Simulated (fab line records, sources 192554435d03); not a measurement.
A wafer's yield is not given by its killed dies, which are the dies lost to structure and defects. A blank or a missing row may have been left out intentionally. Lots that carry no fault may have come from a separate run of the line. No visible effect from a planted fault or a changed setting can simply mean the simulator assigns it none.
Matching of chambers	flow n5 finfet	N5_PMOS_HMC_CHANNEL_EPI_FIN_RECESS_16 on rie si-02 has 4 sister chambers
The step chemistry HBr/Cl2, target Si, target depth 54 nm, time 18 s. 8 wafers are shown with their chamber, then 9 later ones without.

WAFERS PAIRED WITH THEIR CHAMBERS
wafer	chamber	throttle valve pct (%)	drypump motor current A (A)
L080.6	2	35.43	4.9
L083.5	3	35.48	5.8
L084.1	1	35.87	6.4
L084.5	3	35.49	5.8
L084.6	0	35.54	5.7
L088.2	1	35.88	6.4
L088.3	2	35.44	4.9
L088.5	0	35.54	5.8

WAFERS WITH NO CHAMBER GIVEN
wafer	throttle valve pct (%)	drypump motor current A (A)
L091.1	35.44	4.9
L091.2	35.86	6.4
L091.4	35.47	5.8
L094.1	35.48	5.8
L094.2	35.88	6.4
L094.3	35.45	4.9
L096.1	35.43	4.9
L096.5	35.54	5.8
L096.6	35.50	5.8

EACH ONE'S CHAMBER
wafer	from the rows above	in truth
L091.1	2	2
L091.2	1	1
L091.4	3	3
L094.1	3	3
L094.2	1	1
L094.3	2	2
L096.1	2	2
L096.5	0	0
L096.6	3	3
Placed correctly: 9 of 9. From these rows, 0 cannot be placed. Wrongly placed: 0.
How it was worked out, from the rows above alone: a wafer's distance from a chamber is the root of the sum, over the readings, of the square of ((its reading less the chamber's mean) divided by the reading's scatter). The wafer belongs to the nearest chamber; if the next one is less than 2 further off, it can't be placed. A chamber's mean is the mean of its shown wafers. The scatter: take each reading less its chamber's mean, square it, sum over the shown wafers, divide by the number of wafers less the number of chambers, and take the root.
